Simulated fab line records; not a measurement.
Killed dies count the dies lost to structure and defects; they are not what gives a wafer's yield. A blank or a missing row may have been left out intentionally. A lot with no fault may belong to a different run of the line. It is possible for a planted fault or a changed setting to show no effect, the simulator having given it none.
2 desks looking at one fault | flow n5-finfet | numbers are kept per desk, each desk with only its own; the story behind them comes last

== DESK OF THE TOOL OWNER: euv-scanner-02 ==
The tool's own readings at N5_BEOL_M2_EXPOSE_08 (exposes mask M2): means of the sampled wafers that have a number, for each lot that ran on this tool. A lot is out of limits, marked OUT, if its mean lies more than 4 standard deviations from the usual mean; the brackets give that distance.
Columns: A = reticle-temp-C at N5_BEOL_M2_EXPOSE_08, usual 22.99 C
lot  | first seen here | A
L875 | day 7 13:02     | 23.10
L876 | day 7 16:20     | 22.86
L877 | day 8 04:30     | 23.05
L880 | day 9 02:40     | 23.03
L891 | day 11 15:29    | 22.95
L893 | day 12 07:55    | 23.06
This desk found nothing out of limits on any of the 6 lots.

== FROM THE METROLOGY DESK ==
Lot by lot, what the gauges showed, no matter which tool ran the lot: averages of those sampled wafers that carry a number. A lot is out of limits, marked OUT, if its mean lies more than 4 standard deviations from the usual mean; the brackets give that distance. It has 11 readings; the 7 that lie furthest out on some lot are the ones shown.
Columns: A = DIBL_P at N5_BEOL_M4_RC_MEAS_101, usual 35.3 mV/V; B = ION_N at N5_BEOL_M4_RC_MEAS_101, usual 676 uA/um; C = ION_P at N5_BEOL_M4_RC_MEAS_101, usual 463 uA/um; D = SS_P at N5_BEOL_M4_RC_MEAS_101, usual 73.0 mV/dec; E = VT_N at N5_BEOL_M4_RC_MEAS_101, usual 250 mV; F = VT_P at N5_BEOL_M4_RC_MEAS_101, usual -249.8 mV; G = MIM_TOP_OVL at N5_MIM_TOP_LITHO_OVL_MEAS_11, usual -3 nm
lot  | first seen here | A    | B   | C   | D    | E   | F      | G
L872 | day 8 08:11     | 39.3 | 697 | 478 | 72.9 | 242 | -246.0 | 2
L873 | day 8 17:34     | 34.1 | 680 | 464 | 72.9 | 252 | -249.9 | -4
L874 | day 9 01:29     | 36.1 | 675 | 464 | 73.4 | 249 | -248.1 | -1
L876 | day 9 05:28     | 36.8 | 671 | 458 | 74.0 | 250 | -250.8 | 0
L875 | day 9 05:35     | 36.9 | 670 | 457 | 73.2 | 248 | -248.7 | 3
L877 | day 10 00:14    | 37.2 | 688 | 474 | 73.5 | 249 | -247.8 | -11
L881 | day 10 12:14    | 34.4 | 680 | 468 | 73.3 | 248 | -250.6 | -8
L880 | day 10 15:54    | 35.2 | 677 | 463 | 72.8 | 251 | -251.5 | -7
L891 | day 13 06:09    | 35.6 | 681 | 468 | 72.9 | 250 | -249.6 | -9
L893 | day 13 22:04    | 34.1 | 675 | 455 | 72.5 | 251 | -252.8 | -2
L894 | day 14 02:41    | 32.7 | 670 | 464 | 72.3 | 251 | -251.2 | -6
This desk found nothing out of limits on any of the 11 lots.

== PUT TOGETHER ==
The tool owner's desk saw nothing out of limits.
Nothing out of limits was seen by the metrology desk.

== WHAT THE SIMULATOR HAD INSERTED ==
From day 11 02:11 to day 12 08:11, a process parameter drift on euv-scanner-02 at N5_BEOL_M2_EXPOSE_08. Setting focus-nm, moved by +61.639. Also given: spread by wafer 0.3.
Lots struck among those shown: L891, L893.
